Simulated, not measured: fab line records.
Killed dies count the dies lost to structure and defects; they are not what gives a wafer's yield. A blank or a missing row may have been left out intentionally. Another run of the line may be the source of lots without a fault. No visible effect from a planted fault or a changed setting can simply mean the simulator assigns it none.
fab line records	flow n5-finfet
record lots=6	wafers=14	last-day=15
route steps=1938 shown BEOL_M11@1596 BEOL_M12@1602 PASSIVATION@1936
lots that met no fault: taken from a fault-free run of the same line
start-h: hours from the record's opening day to when the first of the lot's shown wafers began	wait-h: time in hours since the lot's previous step	" same as the row above	L1.1+2: one row covering several wafers at once	- no value, or no start given	* or withheld: withheld	< > ~ a bound
route shown NAME@n: a module of which the file shows steps, and the number in the route of the first	usual: average and standard deviation across the fault-free wafers	same: alike in all rows	chamber/n: place in a boat	sites: per-site readings	_std_site: how widely they spread, as a standard deviation	_edge_site: outer sites' mean less inner sites'	radius-mm: for every site, how far away it sits from the centre of the wafer	mask NAME#n: copy n	behind: the last tool/chamber to shape the wafer	hold: what put the lot on hold/how long, in hours/how the hold closed	device: the n, p or np transistor that did not switch	end of line: the same wafers' tests at the end of the route	a step given without rows: its recipe and nothing more	killed: the dies lost at the first sort to structure and to defects; this is not the yield of the wafer	map: dies across one wafer; x = killed, . = not, _ = none there
set.NAME: the run value of the setting; set.NAME@STEP: its run value at that earlier step	model.NAME: the simulator's own value behind a step, which no gauge read
lots at selected steps of the route; one table per step, one row per wafer
services: when a tool's chamber went out of use (start-h, in hours from the record's first day, below 0 if earlier), for how many hours, and the reason
## steps
# step N5_BEOL_M11_CMP_52
# recipe stop-on=SiCOH_lowk	t-overpolish-s=7	down-force-psi=1	platen-rpm=50	clearing-platen-down-force-psi=1.5	clearing-platen-rpm=50	post-cmp-clean=cu-alkaline	target-thk-nm=140	clearing-platen-pad-velocity-m-s=0.99484	pad-velocity-m-s=0.99484
# usual barrier-field-endpoint-s=28.7/0.87	motor-current-A=6.0/0.74	overpolish-run-s=7.000/0.0089	slurry-flow-ml-min=150.0/0.46	time-to-endpoint-s=64/4
lot.wafer	tool	chamber	start-h	wait-h	barrier-field-endpoint-s	motor-current-A	overpolish-run-s	slurry-flow-ml-min	time-to-endpoint-s
L450.1	cmp-04	0	233.86	0.3	28.8	6.2	6.996	150.2	65
L450.4	"	2	"	"	28.8	5.9	6.986	149.7	62
L450.3	"	3	"	"	25.5	6.0	7.013	150.8	51
L453.2	cmp-04	0	254.49	0.4	27.5	6.5	7.005	150.0	66
L453.1	"	1	"	"	29.0	5.6	6.993	150.1	66
L453.5	"	1	"	"	29.5	5.4	7.002	150.0	65
L457.5	cmp-04	2	274.83	0.3	28.7	6.1	6.997	149.0	62
L458.6	cmp-02	2	283.99	0.2	27.8	4.8	6.995	149.8	60
L459.3	cmp-02	1	288.92	0.3	28.6	7.4	7.001	150.0	64
L459.4	"	3	"	"	29.5	6.1	6.997	149.2	66
L459.6	"	1	"	"	30.2	6.9	7.016	149.4	70
L460.1	cmp-02	3	305.42	0.4	28.8	6.1	6.994	150.9	63
L460.3	"	1	"	"	30.5	7.0	7.007	149.7	68
L460.2	"	2	"	"	28.2	4.6	7.010	150.4	57
# step N5_BEOL_M11_THK_MEAS_53
# recipe thk-meas-gauge=xrf	reads=Cu_of_BEOL_M11_ECD_50
# usual M11_THK=139/4.1
lot.wafer	tool	chamber	start-h	wait-h	M11_THK[nm]
L450.1	film-metro-02	-	234.16	-	142
L450.3	"	-	"	"	135
L450.4	"	-	"	"	136
L453.1	film-metro-02	-	254.79	-	139
L453.2	"	-	"	"	140
L453.5	"	-	"	"	140
L457.5	film-metro-01	-	274.94	-	141
L458.6	film-metro-02	-	284.14	-	143
L459.3	film-metro-02	-	289.18	-	148
L459.4	"	-	"	"	140
L459.6	"	-	"	"	147
L460.1	film-metro-01	-	305.72	-	143
L460.2	"	-	"	"	138
L460.3	"	-	"	"	138
# step N5_BEOL_M11_PRE_CLEAN_55
# recipe gas=NH3	time-s=15	temp-c=withheld	rf-power-w=300
# step N5_BEOL_M11_DEP_56
# recipe material=SiCN	target-thk-a=300	temp-c=withheld	precursor=3MS/NH3	pressure-torr=3	rf-w=675	time-s=10.5
# usual rf-fwd-power-W=666.4/2.4	showerhead-plenum-p-Torr=4.167/0.013	throttle-valve-pct=17.8/0.88
lot.wafer	tool	chamber	start-h	wait-h	rf-fwd-power-W	showerhead-plenum-p-Torr	throttle-valve-pct
L450.1	pecvd-02	2	234.22	0.0	667.2	4.148	16.8
L450.3	"	0	"	"	672.2	4.159	17.9
L450.4	"	1	"	"	666.5	4.185	17.2
L453.1	pecvd-01	0	254.85	0.0	664.7	4.153	17.3
L453.2	"	2	"	"	666.3	4.171	17.1
L453.5	"	1	"	"	665.8	4.173	18.7
L457.5	pecvd-02	1	275.02	0.0	666.4	4.189	17.0
L458.6	pecvd-04	2	284.21	0.0	665.1	4.180	17.1
L459.3	pecvd-01	2	289.24	0.0	668.0	4.162	17.3
L459.4	"	2	"	"	669.9	4.168	17.2
L459.6	"	0	"	"	665.3	4.161	17.2
L460.1	pecvd-01	2	305.78	0.0	668.6	4.171	17.2
L460.2	"	1	"	"	664.9	4.180	18.9
L460.3	"	0	"	"	668.0	4.164	17.3
# step N5_BEOL_M11_RS_MEAS_57
# recipe thk-meas-gauge=four-point-probe	reads=Cu_of_BEOL_M11_ECD_50+Co_of_BEOL_M11_CVD_75+TaN_of_BEOL_M11_ALD_74
# usual M11_RS=0.151/0.0045
lot.wafer	tool	chamber	start-h	wait-h	M11_RS[ohm/sq]
L450.1	film-metro-02	-	234.28	0.0	0.145
L450.3	"	-	"	"	0.155
L450.4	"	-	"	"	0.154
L453.1	film-metro-01	-	254.91	0.0	0.151
L453.2	"	-	"	"	0.150
L453.5	"	-	"	"	0.150
L457.5	film-metro-01	-	275.07	0.0	0.148
L458.6	film-metro-01	-	284.26	0.0	0.148
L459.3	film-metro-01	-	289.30	0.0	0.143
L459.4	"	-	"	"	0.151
L459.6	"	-	"	"	0.143
L460.1	film-metro-01	-	305.84	0.0	0.145
L460.2	"	-	"	"	0.151
L460.3	"	-	"	"	0.152
# step N5_BEOL_M11_INSPECT_58
# recipe inspect-instrument=darkfield	mode=post-dep
# usual raw-defect-count=70/22
lot.wafer	tool	chamber	start-h	wait-h	raw-defect-count
L450.1	defect-inspect-01	-	234.31	0.0	103
L450.3	"	-	"	"	61
L450.4	"	-	"	"	61
L453.1	defect-inspect-02	-	254.94	0.0	92
L453.2	"	-	"	"	66
L453.5	"	-	"	"	66
L457.5	defect-inspect-02	-	275.09	0.0	65
L458.6	defect-inspect-01	-	284.29	0.0	75
L459.3	defect-inspect-01	-	289.33	0.0	88
L459.4	"	-	"	"	112
L459.6	"	-	"	"	67
L460.1	defect-inspect-02	-	305.87	0.0	111
L460.2	"	-	"	"	56
L460.3	"	-	"	"	90
# step N5_BEOL_M12_ILD_DEP_00
# recipe material=SiOC	target-thk-a=6589.2	temp-c=350	precursor=DEMS/O2	pressure-torr=5	rf-w=500	time-s=130.7
# usual heater-power-w=505/77	rf-fwd-power-W=497.8/1.6	showerhead-plenum-p-Torr=5.700/0.013	throttle-valve-pct=11.9/0.71
lot.wafer	tool	chamber	start-h	wait-h	heater-power-w	rf-fwd-power-W	showerhead-plenum-p-Torr	throttle-valve-pct
L450.1	pecvd-04	1	234.34	0.0	539	497.8	5.683	12.3
L450.3	"	0	"	"	511	498.3	5.700	13.0
L450.4	"	0	"	"	526	495.9	5.717	13.0
L453.1	pecvd-03	1	254.97	0.0	449	500.5	5.682	11.4
L453.2	"	2	"	"	580	499.0	5.707	10.8
L453.5	"	1	"	"	465	496.9	5.693	11.3
L457.5	pecvd-03	0	275.18	0.1	403	498.0	5.725	12.2
L458.6	pecvd-04	0	284.37	0.1	545	496.5	5.712	13.2
L459.3	pecvd-03	1	289.41	0.1	481	496.4	5.675	11.9
L459.4	"	2	"	"	534	498.3	5.707	11.0
L459.6	"	1	"	"	404	496.9	5.687	11.8
L460.1	pecvd-04	1	305.90	0.0	654	498.1	5.678	12.8
L460.2	"	2	"	"	452	497.8	5.713	11.3
L460.3	"	0	"	"	491	495.9	5.706	13.1
# step N5_BEOL_M12_THK_MEAS_01
# recipe reads=SiOC_of_BEOL_M12_ILD_DEP_00
# usual M12_ILD_THK=655/8.4
lot.wafer	tool	chamber	start-h	wait-h	M12_ILD_THK[nm]
L450.1	film-metro-01	-	234.47	0.1	658
L450.3	"	-	"	"	660
L450.4	"	-	"	"	664
L453.1	film-metro-02	-	255.11	0.1	647
L453.2	"	-	"	"	640
L453.5	"	-	"	"	659
L457.5	film-metro-01	-	275.26	0.0	651
L458.6	film-metro-01	-	284.46	0.0	662
L459.3	film-metro-01	-	289.55	0.1	659
L459.4	"	-	"	"	656
L459.6	"	-	"	"	655
L460.1	film-metro-01	-	306.04	0.1	662
L460.2	"	-	"	"	641
L460.3	"	-	"	"	666
# step N5_BEOL_M12_COAT_58
# recipe resist=BARC	temp-c=205	time-s=60	spin-rpm=1500	resist-thk-nm=89
# step N5_BEOL_M12_COAT_04
# recipe spin-rpm=1625	resist-thk-nm=400
# step N5_BEOL_M12_EBR_06
# recipe solvent=PGMEA	ebr-width-mm=1.5
# step N5_BEOL_M12_SOFTBAKE_05
# recipe temp-c=130	time-s=60
# step N5_BEOL_M12_EXPOSE_07
# recipe mask-id=V11	na=0.93	source-shape=conventional	sigma-outer=0.6	polarization=unpolarized	attpsm-phase-deg=180	dose-mj=32.5
# usual exposure-dose-mJ-cm2=32.479/0.029
# same na=0.93
lot.wafer	tool	chamber	start-h	wait-h	mask	exposure-dose-mJ-cm2
L450.1	krf-scanner-01	0	234.73	-	V11#0	32.483
L450.3	"	0	"	"	V11#0	32.529
L450.4	"	0	"	"	V11#0	32.445
L453.1	krf-scanner-02	0	255.36	-	V11#0	32.504
L453.2	"	0	"	"	V11#0	32.492
L453.5	"	0	"	"	V11#0	32.521
L457.5	krf-scanner-02	0	275.41	-	V11#0	32.647
L458.6	krf-scanner-02	0	284.61	-	V11#0	32.630
L459.3	krf-scanner-01	0	289.81	-	V11#0	32.504
L459.4	"	0	"	"	V11#0	32.477
L459.6	"	0	"	"	V11#0	32.515
L460.1	krf-scanner-01	0	306.17	-	V11#0	32.517
L460.2	"	0	"	"	V11#0	32.497
L460.3	"	0	"	"	V11#0	32.486
# step N5_BEOL_M12_PEB_08
# recipe peb-temp-c=130	peb-time-s=90
# step N5_PASSIVATION_PROBE_49
# usual defect-limited-yield=91.2/1.6	killed_at_M0_to_M3=34/11	killed_at_M4_up=13/5.2	killed-at-contacts=13/6.3	killed-at-front-end=40/14	killed-at-other=3.2/2.4	killed-dies=104/19	killed-open=69/14	killed-short=32/7.5	sort_bin_5_function=5.3/1.1	sort_bin_6_memory=3.2/0.73	sort_bin_8_speed=0.01/0.038	sort-n-pass=1076/19	sort-yield-pct=91.2/1.6
# same gross-dies=1180	killed-at-back-side=0	sort_bin_4_leakage[%]=0
lot.wafer	tool	chamber	start-h	wait-h	defect-limited-yield[%]	killed_at_M0_to_M3	killed_at_M4_up	killed-at-contacts	killed-at-front-end	killed-at-other	killed-dies	killed-open	killed-short	sort_bin_5_function[%]	sort_bin_6_memory[%]	sort_bin_8_speed[%]	sort-n-pass	sort-yield-pct[%]
L450.1	prober-02	-	277.15	0.0	89.1	28	8	11	80	2	129	85	41	6.3	4.2	0.08	1051	89.1
L450.3	prober-02	-	277.25	0.1	88.9	25	13	18	66	9	131	81	42	7.3	3.3	0	1049	88.9
L450.4	prober-02	-	277.30	0.2	91.8	12	12	14	59	0	97	69	27	5.0	3.1	0	1083	91.8
L453.1	prober-01	-	296.91	0.0	92.9	34	6	14	24	6	84	51	29	4.0	2.9	0	1096	92.9
L453.2	prober-01	-	296.96	0.1	90.1	59	11	19	28	0	117	73	41	6.6	3.1	0	1063	90.1
L453.5	prober-01	-	297.11	0.2	92.2	30	14	16	27	5	92	64	27	4.8	2.6	0	1088	92.2
L459.3	prober-02	-	329.00	0.1	92.6	40	7	11	27	2	87	58	28	4.8	2.4	0	1093	92.6
L459.4	prober-02	-	329.05	0.2	92.0	34	11	15	29	5	94	58	35	3.5	4.0	0	1086	92.0
L459.6	prober-02	-	329.15	0.3	89.2	44	19	15	44	5	127	83	40	7.4	3.1	0	1053	89.2
# killed by level:class
L450.1 STI_FIN_REVEAL:geometric-particle:open=17 FIN_SAQP:geometric-particle:short=14 FIN_SAQP:geometric-particle:open=12 DUMMY_GATE:geometric-particle:open=11 BEOL_M3:geometric-particle:open=9 MOL_CONTACT_COAG:geometric-particle:open=9 GATE_CUT:geometric-particle:short=7 BEOL_M1:geometric-particle:open=7
L450.3 STI_FIN_REVEAL:geometric-particle:open=22 MOL_CONTACT_COAG:geometric-particle:open=11 BEOL_M0_SAQP:geometric-particle:short=8 PASSIVATION:area-etch=8 FIN_SAQP:geometric-particle:open=7 STI_FIN_REVEAL:geometric-particle:short=7 MOL_CONTACT_COAG:geometric-particle:short=7 BEOL_M4:geometric-particle:open=7
L450.4 STI_FIN_REVEAL:geometric-particle:open=24 MOL_CONTACT_COAG:geometric-particle:open=11 FIN_SAQP:geometric-particle:short=10 FIN_SAQP:geometric-particle:open=7 BEOL_M0_SAQP:geometric-particle:short=5 BEOL_M4:geometric-particle:open=5 STARTING-WAFER:geometric-particle:short=5 GATE_CUT:geometric-particle:open=3
L453.1 MOL_CONTACT_COAG:geometric-particle:open=13 BEOL_M0_SAQP:geometric-particle:short=11 STI_FIN_REVEAL:geometric-particle:open=8 BEOL_M0_SAQP:geometric-particle:open=7 BEOL_M3:geometric-particle:open=6 BEOL_M1:geometric-particle:open=3 PASS1_DEP:geometric-particle:open=3 STARTING-WAFER:geometric-particle:short=3
L453.2 BEOL_M3:geometric-particle:open=16 MOL_CONTACT_COAG:geometric-particle:open=12 BEOL_M0_SAQP:geometric-particle:short=11 STI_FIN_REVEAL:geometric-particle:open=7 BEOL_M1:geometric-particle:open=7 MOL_CONTACT_COAG:geometric-particle:short=6 BEOL_M3:geometric-particle:short=6 BEOL_M2:geometric-particle:open=6
L453.5 MOL_CONTACT_COAG:geometric-particle:open=13 BEOL_M3:geometric-particle:open=9 BEOL_M4:geometric-particle:open=9 STI_FIN_REVEAL:geometric-particle:open=7 BEOL_M1:geometric-particle:open=7 ILD0:geometric-particle:open=4 ILD0:geometric-particle:short=4 STARTING-WAFER:geometric-particle:short=4
L459.3 BEOL_M2:geometric-particle:open=12 MOL_CONTACT_COAG:geometric-particle:open=8 BEOL_M0_SAQP:geometric-particle:open=7 GATE_CUT:geometric-particle:open=7 BEOL_M3:geometric-particle:open=6 BEOL_M0_SAQP:geometric-particle:short=5 FIN_SAQP:geometric-particle:open=4 FIN_SAQP:geometric-particle:short=4
L459.4 MOL_CONTACT_COAG:geometric-particle:open=9 BEOL_M2:geometric-particle:open=8 MOL_CONTACT_COAG:geometric-particle:short=6 BEOL_M0_SAQP:geometric-particle:open=6 FIN_SAQP:geometric-particle:open=5 FIN_SAQP:geometric-particle:short=5 DUMMY_GATE:geometric-particle:open=5 BEOL_M0_SAQP:geometric-particle:short=5
L459.6 MOL_CONTACT_COAG:geometric-particle:open=11 BEOL_M0_SAQP:geometric-particle:short=10 BEOL_M2:geometric-particle:open=10 FIN_SAQP:geometric-particle:open=9 BEOL_M0_SAQP:geometric-particle:open=8 STI_FIN_REVEAL:geometric-particle:open=7 FIN_SAQP:geometric-particle:short=6 DUMMY_GATE:geometric-particle:open=5
## services
tool	chamber	start-h	hours	kind
krf-scanner-01	-	211.55	7.2	pm
pecvd-03	0	235.93	5.5	scheduled-down
pecvd-01	-	238.21	2.8	pm
pecvd-02	-	240.84	1.9	repair
cmp-04	-	243.09	7.8	pm
pecvd-01	-	243.67	0.6	repair
pecvd-04	2	249.13	-	clean
pecvd-04	2	249.13	29.5	scheduled-down
pecvd-04	2	249.13	29.5	vent-cycle
krf-scanner-02	-	254.55	0.4	repair
cmp-04	-	254.72	11.9	pm
krf-scanner-02	-	265.45	2.7	repair
krf-scanner-01	0	268.05	-	calibration
cmp-02	-	271.79	4.5	repair
krf-scanner-01	-	275.63	1.0	pm
pecvd-04	0	278.63	2.1	scheduled-down
pecvd-03	0	283.70	23.4	repair
pecvd-04	1	284.57	2.1	scheduled-down
pecvd-04	-	285.18	6.0	pm
pecvd-02	2	289.50	2.1	scheduled-down
pecvd-04	2	298.18	-	calibration
cmp-04	-	301.98	4.0	pm
cmp-04	-	305.98	-	consumable-replace:conditioner
cmp-04	-	305.98	-	consumable-replace:pad
## key
first-sign step=N5_BEOL_M12_EXPOSE_07	reading=exposure-dose-mJ-cm2	direction=up	sigmas=5.5	usual=32.479	struck=32.638
effect none on later readings
met-at N5_BEOL_M12_EXPOSE_07
struck-wafers L457.5,L458.6
rows-end L457.5
loop-trim step=N5_BEOL_M12_EXPOSE_07	setting=dose	lots=L457,L458
onset-between 255.36 275.41
fault kind=process-parameter-drift	tool=krf-scanner-02	chamber=-	onset-h=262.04	steps=N5_BEOL_M12_EXPOSE_07	channel=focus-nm	offset=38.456	spread-by-wafer=0.3	shape=step
# rows-end: these wafers met a further fault down the route, and their rows from its step on are left out
# loop-trim: a control loop set the setting to another value than it would have without faults
